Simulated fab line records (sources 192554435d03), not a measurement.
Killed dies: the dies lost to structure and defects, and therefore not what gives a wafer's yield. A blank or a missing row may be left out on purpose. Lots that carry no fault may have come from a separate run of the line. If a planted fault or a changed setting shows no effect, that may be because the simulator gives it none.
fab line records	flow n5-finfet
record lots=7	wafers=21
route steps=1938 shown BEOL_M13@1692 BEOL_M14@1743 BEOL_M15@1801
start-h: hours from the record's opening day to when the first of the lot's shown wafers began	wait-h: hours elapsed since this lot's preceding step	" repeats the value in the row above	L1.1+2: one row covering several wafers at once	- either no value or no given start	* or withheld: withheld	< > ~ a bound
route shown NAME@n: names a module that has steps shown in the file, with the first one's number in the route	usual: average and standard deviation across the fault-free wafers	same: alike in all rows	chamber/n: place in a boat	sites: readings site by site	_std_site: the standard deviation of these	_edge_site: the outer-site mean with the inner-site mean subtracted	radius-mm: for every site, how far away it sits from the centre of the wafer	mask NAME#n: copy n	behind: the tool/chamber that last shaped the wafer	hold: why the lot went on hold/how many hours it stayed there/how the hold came to an end	device: the n, p or np transistor that did not switch	end of line: tests run on the same wafers once the route is complete	step lacking rows: just its recipe	killed: the dies lost at the first sort to structure and to defects; this is not the yield of the wafer	map: a wafer's dies, marking killed ones x, the rest . and places with no die _
set.NAME: the setting that was run; set.NAME@STEP: the one run at that earlier step	model.NAME: the simulator's own value behind a step, which no gauge read
one table per step and one row per wafer, for lots whose settings were changed on purpose
## steps
# step N5_BEOL_M13_DESCUM_33
# recipe chemistry=O2	time-s=7.9	source-power-w=50	bias-power-w=20	pressure-mtorr=20	rf-frequency-hz=2.712e+07	temp-c=40	o2-flow-sccm=225
lot.wafer	tool	chamber	start-h	wait-h	set.time-s	set.peb-time-s@BEOL_M13_PEB_26	model.BEOL_M13.cd-nm
L074.1	rie-diel-03	0	232.10	0.2	9.585	90	208.4
L074.4	"	0	"	"	7.9	90	208.8
L074.6	"	2	"	"	9.585	90	208.8
L075.1	rie-diel-06	0	247.27	0.3	7.9	101.3	211.6
L075.3	"	1	"	"	7.9	90	210.4
L075.6	"	3	"	"	6.934	101.3	212.6
L077.4	rie-diel-03	0	252.71	0.0	7.9	74.98	204.6
L077.5	"	0	"	"	7.9	90	208.2
L077.6	"	3	"	"	9.629	90	208.8
L079.3	rie-diel-05	1	262.38	0.0	7.9	90	210.6
L079.4	"	3	"	"	7.9	90	211.4
L079.5	"	2	"	"	7.9	90	211
L084.1	rie-diel-05	0	287.85	0.0	7.9	90	210.2
L084.4	"	1	"	"	7.9	90	210
L084.6	"	0	"	"	6.408	90	209.2
L089.3	rie-diel-03	3	336.80	0.0	8.54	90	209.6
L089.4	"	2	"	"	7.9	90	209.2
L089.5	"	1	"	"	8.54	90	210
L091.1	rie-diel-06	3	339.32	0.1	8.587	90	210.4
L091.2	"	0	"	"	8.587	90	210.2
L091.6	"	1	"	"	7.9	90	210
# step N5_BEOL_M14_PEB_26
# recipe peb-temp-c=130	peb-time-s=90
lot.wafer	tool	chamber	start-h	wait-h	set.peb-temp-c
L074.1+4	litho-track-03	0	237.21	0.1	130
L074.6	"	0	"	"	128.1
L075.1+3+6	litho-track-05	0	251.08	0.1	133.6
L077.4	litho-track-05	0	258.06	0.0	130
L077.5+6	"	0	"	"	127.8
L079.3+4+5	litho-track-05	0	266.43	0.0	130
L084.1+4+6	litho-track-05	0	294.78	0.1	130
L089.3+5	litho-track-03	0	341.48	0.0	127.4
L089.4	"	0	"	"	130
L091.1+2+6	litho-track-05	0	343.45	0.1	130
# step N5_BEOL_M14_DEVELOP_27
# recipe develop-time-s=45	rinse-liquid=diw	dry=air-spin	dev-temp-c=21
# step N5_BEOL_M14_HARDBAKE_32
# recipe temp-c=130	time-s=120
# step N5_BEOL_M14_CD_MEAS_28
# recipe target-cd-nm=284.4	landing-energy-ev=500	detector=se-inlens
# usual cd-nm=284.9/1.1
lot.wafer	tool	chamber	start-h	wait-h	set.peb-temp-c@BEOL_M14_PEB_26	cd-nm
L074.1	cd-sem-03	0	237.33	-	130	285.3
L074.4	"	0	"	"	130	284.9
L074.6	"	0	"	"	128.1	277.2
L075.1	cd-sem-02	0	251.20	-	133.6	300.4
L075.3	"	0	"	"	133.6	299.6
L075.6	"	0	"	"	133.6	299.4
L077.4	cd-sem-02	0	258.18	-	130	283.2
L077.5	"	0	"	"	127.8	271.5
L077.6	"	0	"	"	127.8	271.0
L079.3	cd-sem-02	0	266.55	-	130	284.6
L079.4	"	0	"	"	130	283.8
L079.5	"	0	"	"	130	285.1
L084.1	cd-sem-02	0	294.90	-	130	285.2
L084.4	"	0	"	"	130	286.0
L084.6	"	0	"	"	130	286.5
L089.3	cd-sem-03	0	341.59	-	127.4	269.8
L089.4	"	0	"	"	130	282.0
L089.5	"	0	"	"	127.4	271.1
L091.1	cd-sem-01	0	343.56	-	130	284.6
L091.2	"	0	"	"	130	284.0
L091.6	"	0	"	"	130	285.5
# step N5_BEOL_M14_DESCUM_33
# recipe chemistry=O2	time-s=7.9	source-power-w=50	bias-power-w=20	pressure-mtorr=20	rf-frequency-hz=2.712e+07	temp-c=40	o2-flow-sccm=225
lot.wafer	tool	chamber	start-h	wait-h	set.peb-temp-c@BEOL_M14_PEB_26	model.BEOL_M14.cd-nm
L074.1+4	rie-diel-01	0,1	237.49	0.1	130	285.4
L074.6	"	1	"	"	128.1	277.4
L075.1	rie-diel-04	2	251.40	0.1	133.6	300.2
L075.3	"	0	"	"	133.6	299.4
L075.6	"	0	"	"	133.6	299.2
L077.4	rie-diel-02	3	258.28	0.0	130	283.2
L077.5	"	0	"	"	127.8	271.6
L077.6	"	3	"	"	127.8	271.2
L079.3	rie-diel-01	3	267.07	0.5	130	284.6
L079.4	"	0	"	"	130	284
L079.5	"	1	"	"	130	285.6
L084.1	rie-diel-01	0	295.13	0.2	130	285.2
L084.4	"	0	"	"	130	286
L084.6	"	1	"	"	130	286.6
L089.3	rie-diel-04	0	341.68	0.0	127.4	269.8
L089.4	"	2	"	"	130	281.8
L089.5	"	3	"	"	127.4	271.2
L091.1	rie-diel-01	0	343.78	0.2	130	284.6
L091.2	"	3	"	"	130	283.8
L091.6	"	2	"	"	130	285.2
# step N5_BEOL_M14_ETCH_67
# recipe chemistry=CF4	target=SiARC	target-depth-a=1430	time-s=238.3	ion-energy-ev=80	pressure-mtorr=40	source-w=545	bias-w=36	Ar_flow_sccm=100	cf4-flow-sccm=100	ends=cleared
# step N5_BEOL_M14_ETCH_68
# recipe chemistry=N2/H2	target=SOC	mask-material=SiARC	source-w=3000	bias-w=350	temp-c=40	time-s=450	ion-energy-ev=200	pressure-mtorr=30	n2-flow-sccm=200	h2-flow-sccm=200
lot.wafer	tool	chamber	start-h	wait-h	set.peb-temp-c@BEOL_M14_PEB_26	model.BEOL_M14.cd-nm
L074.1	rie-diel-01	0	237.67	0.1	130	283.2
L074.4	"	1	"	"	130	282.8
L074.6	"	1	"	"	128.1	274.8
L075.1	rie-diel-04	2	251.58	0.1	133.6	296.8
L075.3	"	0	"	"	133.6	296
L075.6	"	0	"	"	133.6	295.2
L077.4	rie-diel-02	3	258.46	0.1	130	279.4
L077.5	"	0	"	"	127.8	266.8
L077.6	"	3	"	"	127.8	267.6
L079.3	rie-diel-01	3	267.25	0.1	130	280.4
L079.4+5	"	0,1	"	"	130	282.4
L084.1	rie-diel-01	0	295.31	0.1	130	280.4
L084.4	"	0	"	"	130	282.4
L084.6	"	1	"	"	130	283.8
L089.3	rie-diel-04	0	341.86	0.1	127.4	265
L089.4	"	2	"	"	130	277.8
L089.5	"	3	"	"	127.4	265.4
L091.1+2	rie-diel-01	0,3	343.96	0.1	130	279.8
L091.6	"	2	"	"	130	280.2
# step N5_BEOL_M14_TRENCH_ETCH_34
# recipe chemistry=C4F8/O2/Ar	target=SiO2	target-depth-a=5566.5	mask-material=SOC	he-inner-torr=15	he-outer-torr=30	time-s=126.9	ion-energy-ev=800	pressure-mtorr=20	source-w=1905	bias-w=2040	Ar_flow_sccm=400	C4F8_flow_sccm=16	O2_flow_sccm=12
# usual rf-vpp-V=2226/24
lot.wafer	tool	chamber	start-h	wait-h	set.bias-w	set.peb-temp-c@BEOL_M14_PEB_26	rf-vpp-V	model.etch.depth-nm	model.BEOL_M14.cd-nm
L074.1	rie-diel-01	0	237.95	0.0	2040	130	2229	565.9	283.2
L074.4	"	1	"	"	2236	130	2345	574.2	282.6
L074.6	"	1	"	"	2040	128.1	2203	558.4	274.8
L075.1	rie-diel-04	2	251.85	0.0	2040	133.6	2207	562.4	296.8
L075.3	"	0	"	"	2154	133.6	2345	575.6	296
L075.6	"	0	"	"	2154	133.6	2345	578.9	295.2
L077.4	rie-diel-02	3	258.73	0.0	1867	130	2112	533.2	279.4
L077.5	"	0	"	"	1867	127.8	2067	529.2	266.6
L077.6	"	3	"	"	1867	127.8	2112	534.3	267.6
L079.3	rie-diel-01	3	267.52	0.0	2040	130	2246	559.4	280.6
L079.4	"	0	"	"	2040	130	2228	570.3	282.8
L079.5	"	1	"	"	2040	130	2201	560.3	282.4
L084.1	rie-diel-01	0	295.58	0.0	2040	130	2228	566.4	280.6
L084.4	"	0	"	"	1764	130	2009	544.1	282.4
L084.6	"	1	"	"	2040	130	2202	560.6	283.6
L089.3	rie-diel-04	0	342.13	0.0	2040	127.4	2256	572.7	265
L089.4	"	2	"	"	1744	130	1974	530.1	278
L089.5	"	3	"	"	1744	127.4	1969	535.3	265.4
L091.1	rie-diel-01	0	344.24	0.0	1904	130	2121	557.3	280.2
L091.2	"	3	"	"	2040	130	2243	564.3	280.2
L091.6	"	2	"	"	1904	130	2156	551.1	280.4
# step N5_BEOL_M14_STRIP_70
# recipe chemistry=C4F8/O2/Ar	resist=SiARC	rf-frequency-hz=6e+07
# step N5_BEOL_M14_OCD_MEAS_35
# usual trench-depth-nm=558/9.7
lot.wafer	tool	chamber	start-h	wait-h	set.bias-w@BEOL_M14_TRENCH_ETCH_34	trench-depth-nm
L074.1	ocd-01	-	238.10	0.0	2040	566
L074.4	"	-	"	"	2236	574
L074.6	"	-	"	"	2040	558
L075.1	ocd-02	-	252.01	0.0	2040	563
L075.3	"	-	"	"	2154	576
L075.6	"	-	"	"	2154	579
L077.4	ocd-02	-	258.89	0.0	1867	533
L077.5	"	-	"	"	1867	529
L077.6	"	-	"	"	1867	534
L079.3	ocd-02	-	267.68	0.0	2040	559
L079.4	"	-	"	"	2040	570
L079.5	"	-	"	"	2040	560
L084.1	ocd-02	-	295.74	0.0	2040	567
L084.4	"	-	"	"	1764	544
L084.6	"	-	"	"	2040	561
L089.3	ocd-01	-	342.29	0.0	2040	573
L089.4	"	-	"	"	1744	530
L089.5	"	-	"	"	1744	535
L091.1	ocd-01	-	344.39	0.0	1904	557
L091.2	"	-	"	"	2040	564
L091.6	"	-	"	"	1904	551
# step N5_BEOL_M14_STRIP_37
# recipe chemistry=O2	power-w=600	temp-c=60	pressure-mtorr=30	rf-frequency-hz=6e+07	bias-power-w=0	overash-fraction=0.3	o2-flow-sccm=225
# step N5_BEOL_M14_ETCH_38
# recipe chemistry=CF4/N2	target=SiCN	target-depth-a=1065	taper-deg=2	time-s=120.6	ion-energy-ev=150	mask-material=SiO2	pressure-mtorr=40	source-w=430	bias-w=70	Ar_flow_sccm=100	cf4-flow-sccm=60	n2-flow-sccm=60
# step N5_BEOL_M14_ECD_47
# recipe material=Cu	target-thk-a=12480
# step N5_BEOL_M14_ANNEAL_48
# recipe temp-c=225	time-s=90	ambient=N2
# step N5_BEOL_M14_CMP_49
# recipe stop-on=SiO2	t-overpolish-s=5.2	down-force-psi=2	platen-rpm=80	clearing-platen-down-force-psi=2	clearing-platen-rpm=80	post-cmp-clean=cu-alkaline	target-thk-nm=560	clearing-platen-pad-velocity-m-s=1.5917	pad-velocity-m-s=1.5917
lot.wafer	tool	chamber	start-h	wait-h	set.bias-w@BEOL_M14_TRENCH_ETCH_34	model.Cu_of_BEOL_M14_ECD_47.thk-nm
L074.4	cmp-03	1	241.42	0.2	2236	577.8
L074.1	"	2	"	"	2040	569
L074.6	"	0	"	"	2040	561.8
L075.1	cmp-01	2	255.35	0.3	2040	564.2
L075.3	"	0	"	"	2154	578.6
L075.6	"	3	"	"	2154	580.8
L077.4	cmp-01	0	260.69	0.1	1867	534.4
L077.5	"	0	"	"	1867	531.4
L077.6	"	1	"	"	1867	537
L079.4	cmp-03	2	269.69	0.4	2040	573.4
L079.3	"	3	"	"	2040	561.8
L079.5	"	1	"	"	2040	563.8
L084.1	cmp-01	0	297.52	0.5	2040	570.8
L084.4	"	2	"	"	1764	548
L084.6	"	3	"	"	2040	564.6
L089.3	cmp-01	1	343.86	0.2	2040	576.4
L089.4	"	2	"	"	1744	532.8
L089.5	"	0	"	"	1744	538.2
L091.2	cmp-03	1	346.79	0.3	2040	567.6
L091.1	"	2	"	"	1904	559.6
L091.6	"	3	"	"	1904	553.2
# step N5_BEOL_M14_THK_MEAS_50
# recipe thk-meas-gauge=xrf	reads=Cu_of_BEOL_M14_ECD_47
# usual M14_THK=549/9.8
lot.wafer	tool	chamber	start-h	wait-h	set.bias-w@BEOL_M14_TRENCH_ETCH_34	M14_THK[nm]
L074.1	film-metro-01	-	241.64	-	2040	553
L074.4	"	-	"	"	2236	560
L074.6	"	-	"	"	2040	546
L075.1	film-metro-01	-	255.65	-	2040	552
L075.3	"	-	"	"	2154	564
L075.6	"	-	"	"	2154	569
L077.4	film-metro-01	-	260.99	-	1867	523
L077.5	"	-	"	"	1867	520
L077.6	"	-	"	"	1867	525
L079.3	film-metro-01	-	269.91	-	2040	541
L079.4	"	-	"	"	2040	551
L079.5	"	-	"	"	2040	543
L084.1	film-metro-02	-	297.78	-	2040	556
L084.4	"	-	"	"	1764	535
L084.6	"	-	"	"	2040	548
L089.3	film-metro-01	-	344.12	-	2040	562
L089.4	"	-	"	"	1744	520
L089.5	"	-	"	"	1744	529
L091.1	film-metro-02	-	347.01	-	1904	557
L091.2	"	-	"	"	2040	563
L091.6	"	-	"	"	1904	549
# step N5_BEOL_M14_PRE_CLEAN_52
# recipe gas=NH3	time-s=15	temp-c=withheld	rf-power-w=300
# step N5_BEOL_M14_DEP_53
# recipe material=SiCN	target-thk-a=500	temp-c=withheld	precursor=3MS/NH3	pressure-torr=3	rf-w=675	time-s=17.8
# step N5_BEOL_M14_RS_MEAS_54
# recipe thk-meas-gauge=four-point-probe	reads=Cu_of_BEOL_M14_ECD_47+Ta_of_BEOL_M14_SPUTTER_44+TaN_of_BEOL_M14_SPUTTER_43
# usual M14_RS=0.0331/0.00058
lot.wafer	tool	chamber	start-h	wait-h	set.bias-w@BEOL_M14_TRENCH_ETCH_34	M14_RS[ohm/sq]
L074.1	film-metro-01	-	241.77	0.0	2040	0.0327
L074.4	"	-	"	"	2236	0.0322
L074.6	"	-	"	"	2040	0.0331
L075.1	film-metro-01	-	255.78	0.0	2040	0.0330
L075.3	"	-	"	"	2154	0.0321
L075.6	"	-	"	"	2154	0.0320
L077.4	film-metro-01	-	261.11	0.0	1867	0.0348
L077.5	"	-	"	"	1867	0.0350
L077.6	"	-	"	"	1867	0.0346
L079.3	film-metro-01	-	270.04	0.1	2040	0.0330
L079.4	"	-	"	"	2040	0.0324
L079.5	"	-	"	"	2040	0.0330
L084.1	film-metro-02	-	297.91	0.0	2040	0.0327
L084.4	"	-	"	"	1764	0.0340
L084.6	"	-	"	"	2040	0.0329
L089.3	film-metro-02	-	344.28	0.1	2040	0.0323
L089.4	"	-	"	"	1744	0.0351
L089.5	"	-	"	"	1744	0.0346
L091.1	film-metro-01	-	347.14	0.0	1904	0.0332
L091.2	"	-	"	"	2040	0.0327
L091.6	"	-	"	"	1904	0.0335
# step N5_BEOL_M15_PEB_26
# recipe peb-temp-c=130	peb-time-s=90
lot.wafer	tool	chamber	start-h	wait-h	set.peb-time-s
L074.1	litho-track-05	0	244.27	0.1	106.8
L074.4+6	"	0	"	"	90
L075.1+6	litho-track-05	0	257.86	0.1	84.53
L075.3	"	0	"	"	90
L077.4+6	litho-track-01	0	263.49	0.0	101.6
L077.5	"	0	"	"	90
L079.3+4+5	litho-track-02	0	272.00	0.0	90
L084.1+4+6	litho-track-02	0	299.99	0.1	90
L089.3+4	litho-track-02	0	346.90	0.0	90
L089.5	"	0	"	"	81.9
L091.1+2+6	litho-track-01	0	349.50	0.1	90
# step N5_BEOL_M15_DEVELOP_27
# recipe develop-time-s=45	rinse-liquid=diw	dry=air-spin	dev-temp-c=21
# step N5_BEOL_M15_HARDBAKE_32
# recipe temp-c=130	time-s=120
# step N5_BEOL_M15_CD_MEAS_28
# recipe target-cd-nm=407.6	landing-energy-ev=500	detector=se-inlens
# usual cd-nm=406.9/1.9
lot.wafer	tool	chamber	start-h	wait-h	set.peb-time-s@BEOL_M15_PEB_26	cd-nm
L074.1	cd-sem-03	0	244.39	-	106.8	411.0
L074.4	"	0	"	"	90	405.7
L074.6	"	0	"	"	90	405.1
L075.1	cd-sem-02	0	257.98	-	84.53	401.4
L075.3	"	0	"	"	90	403.3
L075.6	"	0	"	"	84.53	400.4
L077.4	cd-sem-03	0	263.61	-	101.6	412.1
L077.5	"	0	"	"	90	408.6
L077.6	"	0	"	"	101.6	412.6
L079.3	cd-sem-01	0	272.11	-	90	406.8
L079.4	"	0	"	"	90	408.4
L079.5	"	0	"	"	90	406.3
L084.1	cd-sem-01	0	300.11	-	90	408.7
L084.4	"	0	"	"	90	409.1
L084.6	"	0	"	"	90	410.6
L089.3	cd-sem-01	0	347.02	-	90	405.8
L089.4	"	0	"	"	90	408.1
L089.5	"	0	"	"	81.9	404.4
L091.1	cd-sem-03	0	349.62	-	90	404.7
L091.2	"	0	"	"	90	404.6
L091.6	"	0	"	"	90	406.3
# step N5_BEOL_M15_DESCUM_33
# recipe chemistry=O2	time-s=7.9	source-power-w=50	bias-power-w=20	pressure-mtorr=20	rf-frequency-hz=2.712e+07	temp-c=40	o2-flow-sccm=225
lot.wafer	tool	chamber	start-h	wait-h	set.peb-time-s@BEOL_M15_PEB_26	model.BEOL_M15.cd-nm
L074.1	rie-diel-06	1	244.96	0.5	106.8	411
L074.4	"	0	"	"	90	405.6
L074.6	"	0	"	"	90	405.4
L075.1	rie-diel-06	3	258.29	0.3	84.53	401
L075.3	"	2	"	"	90	403.2
L075.6	"	2	"	"	84.53	400.8
L077.4	rie-diel-06	3	263.74	0.1	101.6	412
L077.5	"	2	"	"	90	408.8
L077.6	"	3	"	"	101.6	412.4
L079.3	rie-diel-03	1	272.20	0.0	90	407
L079.4	"	3	"	"	90	408.8
L079.5	"	0	"	"	90	406.6
L084.1+4	rie-diel-06	2,3	300.20	0.0	90	409.2
L084.6	"	0	"	"	90	410.4
L089.3	rie-diel-06	3	347.14	0.1	90	406
L089.4	"	1	"	"	90	408.4
L089.5	"	0	"	"	81.9	404.2
L091.1	rie-diel-03	3	349.78	0.1	90	405
L091.2	"	0	"	"	90	404.4
L091.6	"	0	"	"	90	406.6
# step N5_BEOL_M15_ETCH_61
# recipe chemistry=N2/H2	target=BARC	target-depth-a=890	overetch-a=267	time-s=67.9	ion-energy-ev=200	pressure-mtorr=30	source-w=840	bias-w=150	n2-flow-sccm=200	h2-flow-sccm=200
lot.wafer	tool	chamber	start-h	wait-h	set.peb-time-s@BEOL_M15_PEB_26	model.BEOL_M15.cd-nm
L074.1	rie-diel-06	1	244.99	0.0	106.8	403.2
L074.4	"	0	"	"	90	397.6
L074.6	"	0	"	"	90	397.2
L075.1	rie-diel-06	3	258.32	0.0	84.53	393.8
L075.3	"	2	"	"	90	393.6
L075.6	"	2	"	"	84.53	391.6
L077.4	rie-diel-06	3	263.77	0.0	101.6	405.2
L077.5	"	2	"	"	90	399.6
L077.6	"	3	"	"	101.6	405
L079.3+5	rie-diel-03	1,0	272.23	0.0	90	399.2
L079.4	"	3	"	"	90	400.4
L084.1	rie-diel-06	2	300.23	0.0	90	400.8
L084.4	"	3	"	"	90	401.6
L084.6	"	0	"	"	90	402.6
L089.3	rie-diel-06	3	347.17	0.0	90	399.2
L089.4	"	1	"	"	90	401.2
L089.5	"	0	"	"	81.9	396.8
L091.1	rie-diel-03	3	349.82	0.0	90	396.8
L091.2	"	0	"	"	90	396.2
L091.6	"	0	"	"	90	398.4
## key
split step=N5_BEOL_M13_DESCUM_33	setting=time-s	stated=7.9	by=wafer
response none clear
split step=N5_BEOL_M14_PEB_26	setting=peb-temp-c	stated=130	by=wafer
response step=N5_BEOL_M14_CD_MEAS_28	reading=cd-nm	change=+6.1	per=1%	r=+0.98
response step=N5_BEOL_M14_DESCUM_33	reading=model.BEOL_M14.cd-nm	change=+6.03	per=1%	r=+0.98
response step=N5_BEOL_M14_ETCH_68	reading=model.BEOL_M14.cd-nm	change=+6.43	per=1%	r=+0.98
response step=N5_BEOL_M14_TRENCH_ETCH_34	reading=model.BEOL_M14.cd-nm	change=+6.47	per=1%	r=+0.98
split step=N5_BEOL_M14_TRENCH_ETCH_34	setting=bias-w	stated=2040	by=wafer
response step=N5_BEOL_M14_TRENCH_ETCH_34	reading=rf-vpp-V	change=+17.1	per=1%	r=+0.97
response step=N5_BEOL_M14_TRENCH_ETCH_34	reading=model.etch.depth-nm	change=+1.97	per=1%	r=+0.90
response step=N5_BEOL_M14_OCD_MEAS_35	reading=trench-depth-nm	change=+1.99	per=1%	r=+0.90
response step=N5_BEOL_M14_CMP_49	reading=model.Cu_of_BEOL_M14_ECD_47.thk-nm	change=+2.03	per=1%	r=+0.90
response step=N5_BEOL_M14_THK_MEAS_50	reading=M14_THK	change=+1.83	per=1%	r=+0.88
response step=N5_BEOL_M14_RS_MEAS_54	reading=M14_RS	change=-0.000125	per=1%	r=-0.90
split step=N5_BEOL_M15_PEB_26	setting=peb-time-s	stated=90	by=wafer
response step=N5_BEOL_M15_CD_MEAS_28	reading=cd-nm	change=+0.3	per=1%	r=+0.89
response step=N5_BEOL_M15_DESCUM_33	reading=model.BEOL_M15.cd-nm	change=+0.296	per=1%	r=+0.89
response step=N5_BEOL_M15_ETCH_61	reading=model.BEOL_M15.cd-nm	change=+0.34	per=1%	r=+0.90
split outside-this-file step=N5_BEOL_M13_PEB_26 setting=peb-time-s
# split outside-this-file: this setting was split too, and the file shows its column; the key of that split is in another file
